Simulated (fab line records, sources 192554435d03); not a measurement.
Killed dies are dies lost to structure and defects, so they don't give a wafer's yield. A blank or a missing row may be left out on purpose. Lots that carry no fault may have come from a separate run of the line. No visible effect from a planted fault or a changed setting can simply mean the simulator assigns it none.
Chamber matching / flow n5_finfet / N5_BEOL_M5_ALD_86 on ald_metal-01: 4 sister chambers
The step deposits TaN, pulse time 2 s, purge time 3 s, co reactant purge time 2 s. 4 wafers are shown with their chamber, then 10 later ones without.

## WAFERS, EACH WITH ITS CHAMBER
wafer=L088.1; chamber=1; heater_power_w (W)=404
wafer=L088.5; chamber=2; heater_power_w (W)=424
wafer=L090.3; chamber=0; heater_power_w (W)=443
wafer=L090.4; chamber=3; heater_power_w (W)=406

## WAFERS WITH NO CHAMBER GIVEN
wafer=L090.6; heater_power_w (W)=418
wafer=L092.1; heater_power_w (W)=411
wafer=L092.2; heater_power_w (W)=440
wafer=L092.3; heater_power_w (W)=412
wafer=L094.1; heater_power_w (W)=392
wafer=L094.4; heater_power_w (W)=404
wafer=L094.6; heater_power_w (W)=452
wafer=L096.3; heater_power_w (W)=447
wafer=L096.4; heater_power_w (W)=411
wafer=L096.6; heater_power_w (W)=437

## THE CHAMBER EACH PASSED THROUGH
wafer=L090.6; from the rows above=can't be placed: 2 or 3 or 1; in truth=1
wafer=L092.1; from the rows above=can't be placed: 3 or 1 or 2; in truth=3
wafer=L092.2; from the rows above=0; in truth=0
wafer=L092.3; from the rows above=can't be placed: 3 or 1 or 2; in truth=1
wafer=L094.1; from the rows above=can't be placed: 1 or 3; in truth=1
wafer=L094.4; from the rows above=can't be placed: 1 or 3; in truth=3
wafer=L094.6; from the rows above=0; in truth=0
wafer=L096.3; from the rows above=0; in truth=0
wafer=L096.4; from the rows above=can't be placed: 3 or 1 or 2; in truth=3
wafer=L096.6; from the rows above=can't be placed: 0 or 2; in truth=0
Correctly placed: 3 of 10. Unplaceable from these rows: 7, with the true chamber sitting among the candidates in 7. Wrongly placed: 0.
How it was worked out, from the rows above alone: a wafer's distance from a chamber is the root of the sum, over the readings, of the square of ((its reading less the chamber's mean) divided by the reading's scatter). If the next closest chamber is less than 2 further off than the closest, the wafer can't be placed; otherwise it belongs to the closest. Each chamber's mean is taken over the wafers shown for it. The scatter: root of mean squared gap, hidden wafer to nearest shown wafer, with one shown wafer a chamber.
